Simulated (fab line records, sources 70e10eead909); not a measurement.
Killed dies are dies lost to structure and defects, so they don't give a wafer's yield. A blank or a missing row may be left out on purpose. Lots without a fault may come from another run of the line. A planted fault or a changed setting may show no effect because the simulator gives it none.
fab line records | flow nand_harc | part 2 of 2: steps 5 to 6 of 6
record lots=23 wafers=69 last_day=34
route steps=1302 shown P_GATE@187 P_CONTACT@218 P_M0@267 P_M1@301
lots that met no fault: from a run of the same line without faults
start_h: hours from the record's first day to the start of the lot's first wafer shown | wait_h: hours since the lot's step before | " the same as in the row above | L1.1+2: a row that stands for several wafers | - no value, or no start given | * or withheld: withheld | < > ~ a bound
route shown NAME@n: a module of which the file shows steps, and the number in the route of the first | usual: mean/standard deviation of fault-free wafers | same: alike in all rows | chamber/n: place in a boat | sites: the reading at each site | _std_site: their standard deviation | _edge_site: outer sites' mean less inner sites' | radius_mm: how far each site lies from the wafer's centre | mask NAME#n: copy n | behind: the tool/chamber that last shaped the wafer | hold: why the lot was held/for how many hours/how that ended | device: the transistor (n, p or np) that didn't switch | end of line: the same wafers' tests at the end of the route | a step without rows: its recipe alone | killed: dies lost to structure and defects at the first sort, not the wafer's yield | map: a wafer's dies, x killed, . not, _ none there
set.NAME: the setting as run; set.NAME@STEP: as run at that earlier step | model.NAME: the simulator's own value behind a step, which no gauge read
steps of the route over a sample of lots; a table a step, a row a wafer
services: from which hour (start_h, from the record's first day; less than 0 if before it) a tool's chamber was out of use, for how many hours, and why
## steps
# step NHARC_P_M0_STRIP_18
# recipe power_w=1000 n2_flow_sccm=150 h2_flow_sccm=150 ar_flow_sccm=0 bias_w=0 chemistry=N2/H2
# usual drypump_motor_current_A=5.6/0.36 oes_product_au=1.000/0.013 rf_fwd_power_W=997/3.3 rf_vpp_V=90.3/1 showerhead_plenum_p_Torr=2.00/0.11 throttle_valve_pct=14.170/0.0092
# columns lot.wafer tool chamber start_h wait_h drypump_motor_current_A oes_product_au rf_fwd_power_W rf_hours_counter_h rf_vpp_V showerhead_plenum_p_Torr throttle_valve_pct
L074.1 rie_diel-13 2 127.41 0.1 5.2 1.005 994 46 91.6 2.15 14.171
L074.3 " 3 " " 5.2 0.990 1002 48 91.8 2.20 14.183
L074.6 " 3 " " 5.2 0.995 997 - 92.1 2.20 14.154
L075.2 rie_diel-05 0 133.87 0.1 6.0 1.001 998 13 90.8 1.89 14.179
L075.1 " 2 " " 5.1 0.981 995 13 90.3 1.92 14.156
L075.5 " 1 " " 6.2 0.999 997 - 89.6 1.88 14.167
L076.2 rie_diel-13 2 149.11 0.1 5.2 0.993 1001 52 92.2 2.14 14.159
L076.3 " 3 " " 5.2 1.005 1005 54 93.8 2.20 14.183
L076.5 " 1 " " 5.9 1.010 994 - 90.8 1.94 14.150
L077.2 rie_diel-13 2 150.10 0.1 5.2 0.995 994 52 90.5 2.14 14.159
L077.1 " 3 " " 5.2 0.983 1002 54 89.9 2.20 14.182
L077.3 " 0 " " 5.6 1.018 997 55 92.0 2.06 14.186
L079.3 rie_diel-05 3 170.92 0.1 5.4 0.986 995 19 89.2 2.01 14.172
L079.6 " 1 " " 6.2 0.990 997 - 88.4 1.88 14.175
L079.5 " 2 " " 5.1 0.976 995 - 88.9 1.92 14.179
L078.2 rie_diel-05 2 171.49 0.1 5.1 0.981 993 19 90.2 1.92 14.163
L078.4 " 0 " " 6.0 1.013 1000 19 90.5 1.89 14.180
L078.6 " 2 " " 5.1 0.981 997 - 90.1 1.92 14.153
L080.3 rie_diel-05 2 182.20 0.1 5.1 0.973 1007 21 91.0 1.92 14.190
L080.1 " 0 " " 6.0 0.994 1005 21 90.7 1.89 14.172
L080.6 " 2 " " 5.1 0.981 1000 - 90.2 1.92 14.172
L081.4 rie_diel-13 2 194.82 0.1 5.2 1.003 995 9 91.8 2.14 14.185
L081.2 " 3 " " 5.2 1.010 1001 7 92.0 2.19 14.164
L081.5 " 1 " " 5.9 1.018 996 - 89.4 1.94 14.167
L082.4 rie_diel-04 0 200.88 0.1 5.7 1.019 996 3 91.0 2.19 14.192
L082.2 " 3 " " 6.2 0.981 995 3 89.2 1.96 14.169
L082.6 " 0 " " 5.7 1.020 1001 - 91.6 2.19 14.163
L083.1 rie_diel-13 1 211.29 0.1 5.9 1.015 997 12 90.3 1.94 14.167
L083.3 " 2 " " 5.2 1.011 998 13 90.0 2.14 14.171
L083.4 " 3 " " 5.2 1.000 996 11 92.0 2.19 14.153
L084.3 rie_diel-13 0 222.53 0.1 5.6 1.005 999 15 90.5 2.06 14.175
L084.5 " 0 " " 5.6 1.016 998 - 90.8 2.06 14.156
L084.6 " 1 " " 5.8 1.006 991 - 90.1 1.94 14.174
L085.1 rie_diel-13 1 235.85 0.1 5.8 0.996 997 21 89.1 1.93 14.164
L085.5 " 0 " " 5.6 1.014 991 - 89.5 2.05 14.171
L085.6 " 1 " " 5.9 1.005 1001 - 90.3 1.93 14.162
L086.1 rie_diel-04 0 241.05 0.1 5.7 1.009 992 15 91.2 2.19 14.185
L086.5 " 0 " " 5.7 1.012 997 - 90.4 2.19 14.160
L086.6 " 1 " " 5.4 0.993 998 - 91.2 2.03 14.167
L087.3 rie_diel-13 1 250.53 0.1 5.9 0.995 1000 24 92.6 1.93 14.169
L087.1 " 2 " " 5.2 1.020 999 25 90.0 2.13 14.168
L087.6 " 3 " " 5.2 0.998 1000 - 90.0 2.19 14.171
L088.4 rie_diel-05 3 266.99 0.1 5.4 1.006 991 5 90.9 2.00 14.160
L088.6 " 0 " " 6.0 0.986 1001 - 89.8 1.89 14.161
L088.5 " 1 " " 6.2 1.015 991 - 89.4 1.88 14.171
L089.3 rie_diel-13 3 268.27 0.1 5.2 0.998 998 27 91.6 2.19 14.168
L089.6 " 2 " " 5.2 1.007 995 - 89.7 2.13 14.178
L089.5 " 3 " " 5.2 0.997 998 - 91.2 2.19 14.174
L090.4 rie_diel-05 3 290.30 0.1 5.4 1.002 997 11 90.3 2.00 14.170
L090.2 " 0 " " 6.0 0.977 1003 12 90.7 1.88 14.175
L090.3 " 2 " " 5.2 0.979 1006 8 90.5 1.91 14.167
L091.3 rie_diel-05 3 291.12 0.1 5.4 1.004 998 11 87.9 2.00 14.157
L091.6 " 0 " " 6.0 0.990 1000 - 90.6 1.88 14.171
L091.5 " 1 " " 6.2 1.017 997 - 88.8 1.88 14.170
L093.1 rie_diel-05 3 313.46 0.1 5.4 1.014 993 14 92.3 2.00 14.163
L093.3 " 0 " " 6.0 0.988 997 16 89.5 1.88 14.166
L093.6 " 2 " " 5.1 0.987 996 - 89.7 1.91 14.181
L094.2 rie_diel-05 3 317.81 0.1 5.4 1.003 998 16 91.7 2.00 14.170
L094.4 " 2 " " 5.2 0.981 997 12 89.7 1.91 14.165
L094.6 " 0 " " 6.0 0.984 1001 - 89.8 1.88 14.168
L095.3 rie_diel-05 0 341.44 0.1 6.0 0.991 1001 21 90.3 1.88 14.179
L095.2 " 2 " " 5.1 0.989 1000 16 89.5 1.91 14.181
L095.5 " 1 " " 6.2 1.021 991 - 89.5 1.87 14.188
L096.1 rie_diel-04 0 344.21 0.1 5.7 1.007 997 57 91.9 2.17 14.165
L096.3 " 1 " " 5.4 0.998 994 51 91.0 2.02 14.174
L096.2 " 2 " " 5.6 0.991 996 50 90.1 1.90 14.180
L097.2 rie_diel-04 2 355.31 0.1 5.6 0.984 1001 52 91.5 1.90 14.171
L097.4 " 2 " " 5.6 0.986 1000 - 89.3 1.90 14.173
L097.6 " 1 " " 5.5 1.003 995 - 91.2 2.02 14.169
# step NHARC_P_M1_CD_MEAS_16
# usual cd_nm=129.8/0.97
# columns lot.wafer tool chamber start_h wait_h cd_nm
L074.1 cd_sem-02 - 131.58 - 129.7
L074.3 " - " " 130.1
L074.6 " - " " 130.5
L075.1 cd_sem-03 - 137.90 - 129.8
L075.2 " - " " 129.8
L075.5 " - " " 131.0
L076.2 cd_sem-01 - 153.08 - 129.4
L076.3 " - " " 128.1
L076.5 " - " " 131.3
L077.1 cd_sem-03 - 153.93 - 130.1
L077.2 " - " " 129.4
L077.3 " - " " 129.7
L079.3 cd_sem-03 - 174.81 - 129.8
L079.5 " - " " 130.5
L079.6 " - " " 129.4
L078.2 cd_sem-03 - 175.62 - 129.2
L078.4 " - " " 128.6
L078.6 " - " " 128.7
L080.1 cd_sem-03 - 186.07 - 131.0
L080.3 " - " " 131.8
L080.6 " - " " 130.0
L081.2 cd_sem-01 - 198.73 - 128.6
L081.4 " - " " 130.2
L081.5 " - " " 130.2
L082.2 cd_sem-02 - 204.85 - 130.5
L082.4 " - " " 129.7
L082.6 " - " " 130.5
L083.1 cd_sem-03 - 215.30 - 128.7
L083.3 " - " " 131.3
L083.4 " - " " 130.3
L084.3 cd_sem-02 - 226.70 - 129.2
L084.5 " - " " 130.4
L084.6 " - " " 131.0
L085.1 cd_sem-03 - 240.71 - 130.1
L085.5 " - " " 129.8
L085.6 " - " " 129.4
L086.1 cd_sem-01 - 245.11 - 129.9
L086.5 " - " " 128.8
L086.6 " - " " 128.8
L087.1 cd_sem-02 - 254.46 - 132.0
L087.3 " - " " 128.7
L087.6 " - " " 130.8
L088.4 cd_sem-02 - 270.77 - 130.1
L088.5 " - " " 129.7
L088.6 " - " " 128.4
L089.3 cd_sem-03 - 272.21 - 130.2
L089.5 " - " " 130.0
L089.6 " - " " 130.2
L090.2 cd_sem-02 - 294.16 - 129.7
L090.3 " - " " 130.0
L090.4 " - " " 128.4
L091.3 cd_sem-02 - 294.97 - 128.2
L091.5 " - " " 130.5
L091.6 " - " " 130.9
L093.1 cd_sem-03 - 317.31 - 129.0
L093.3 " - " " 130.0
L093.6 " - " " 128.3
L094.2 cd_sem-02 - 321.68 - 131.1
L094.4 " - " " 131.0
L094.6 " - " " 129.2
L095.2 cd_sem-02 - 345.34 - 130.6
L095.3 " - " " 130.7
L095.5 " - " " 130.0
L096.1 cd_sem-03 - 349.53 - 131.1
L096.2 " - " " 130.3
L096.3 " - " " 128.6
L097.2 cd_sem-01 - 359.40 - 130.4
L097.4 " - " " 130.8
L097.6 " - " " 128.9
## services
# columns tool chamber start_h hours kind
rie_diel-08 - 96.19 0.5 repair
rie_diel-08 1 96.99 2.0 repair
rie_diel-05 - 98.93 0.4 repair
pecvd-02 1 128.65 13.9 repair
rie_diel-05 1 144.79 10.5 repair
rie_diel-08 0 157.91 15.1 repair
rie_diel-13 - 165.16 9.0 pm
pecvd-04 0 171.76 2.3 repair
rie_diel-04 1 178.82 8.6 repair
rie_diel-04 - 180.14 9.0 pm
rie_diel-05 1 187.70 13.0 repair
rie_diel-08 - 190.80 9.0 pm
rie_diel-08 3 206.85 5.4 repair
pecvd-02 - 227.00 13.0 pm
rie_diel-04 - 227.12 0.1 repair
rie_diel-05 - 230.45 9.0 pm
rie_diel-13 0 298.47 3.4 repair
rie_diel-08 2 299.18 7.5 repair
rie_diel-13 2 300.65 10.0 repair
rie_diel-05 3 327.57 7.9 repair
rie_diel-13 - 342.16 9.0 pm
rie_diel-04 2 347.03 6.0 repair
rie_diel-04 0 353.25 1.8 repair
rie_diel-04 3 353.40 8.5 repair
